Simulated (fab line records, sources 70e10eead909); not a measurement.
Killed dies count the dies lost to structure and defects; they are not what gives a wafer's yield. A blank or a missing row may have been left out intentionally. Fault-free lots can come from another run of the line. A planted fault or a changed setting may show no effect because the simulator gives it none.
Problem report, 8D (eight disciplines) form, completed by code | flow nand_harc | the parts of the form that need people (team, actions taken, sign-off) are left out

== 1. WHAT WENT WRONG ==
At NHARC_A_ONON_D1_THK_MEAS_02, thk_nm averages 1708 nm over 6 wafers from 2 lots, while fault-free wafers read 1001 nm, standard deviation 9.7. That is +73 standard deviations from the usual mean.
The step: measures by ellipsometry.
Seen first at day 11 05:22 on film_metro-02, wafer L575.4. Wafers with a number at this step in the record: 42, from 14 lots. Rule for "out" (also "out of limits"): further than 4 standard deviations from the usual mean. The rest of the wafers with a number are treated as sound.

== 2. WHAT IT IS, WHAT IT ISN'T ==
question                    | is                           | is not
which readings at this step | thk_nm                       | -
which lots                  | L575, L581                   | L560, L561, L563, L565, L566, L567, L568, L569, L570, L571, L580, L583
which wafers of those lots  | all that have a number       | -
read on which gauges        | film_metro-01, film_metro-02 | -
when                        | from day 11 05:22            | up to then (30 sound wafers); but 6 sound wafers of L580, L583 came after

== 3. SUSPECTS, AND WHAT RULES EACH OUT ==
Counting: a tool at a process step up to the reading stays a suspect if it ran every lot that is out and no sound lot after the first of them.
- ruled out: the gauge at NHARC_A_ONON_D1_THK_MEAS_02. The wafers that are out were read on 2 gauges (film_metro-01, film_metro-02).
- pecvd_onon-02 at NHARC_A_ONON_D1_DEP_00 (target thk 1000 nm): kept. It ran every lot that is out, first L575 (day 11 05:02), and no sound lot after that; its last sound lot up to then is L570 (day 9 22:26).
The count leaves pecvd_onon-02 at NHARC_A_ONON_D1_DEP_00.

== 4. THE CAUSE (what the simulator had put in) ==
pecvd_onon-02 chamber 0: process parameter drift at NHARC_A_ONON_D1_DEP_00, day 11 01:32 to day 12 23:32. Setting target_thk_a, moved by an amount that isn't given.
The count eliminated every tool but this one.

== 5. THE EFFECT CHAIN, in route order ==
One row per reading whose mean, taken over the struck wafers that have a number, lies over 3 standard deviations from the usual. Only readings whose record carries a usual standard deviation are examined. hours: median over the lots of the time between each lot's start at the first step of this table that gives one and its start at this step. sigmas: the change, counted in usual standard deviations.
hours | step                        | reading         | usual   | on struck wafers | change | sigmas
0     | NHARC_A_ONON_D1_THK_MEAS_02 | thk_nm          | 1001 nm | 1708             | +707   | +73
287   | NHARC_END_SORT_01           | killed_at_array | 28      | 673              | +645   | +65
287   | NHARC_END_SORT_01           | killed_dies     | 31      | 677              | +646   | +65

== 6. WHAT WOULD HAVE CAUGHT IT SOONER ==
In this record the first reading out of limits at a measuring or inspecting step was taken at day 11 05:22, 4 hours after the fault began at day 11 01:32.
Among the 2 lots that are out, L581 began NHARC_A_ONON_D1_DEP_00 on pecvd_onon-02 after day 11 05:22. Putting the tool on hold at that point would have spared it.
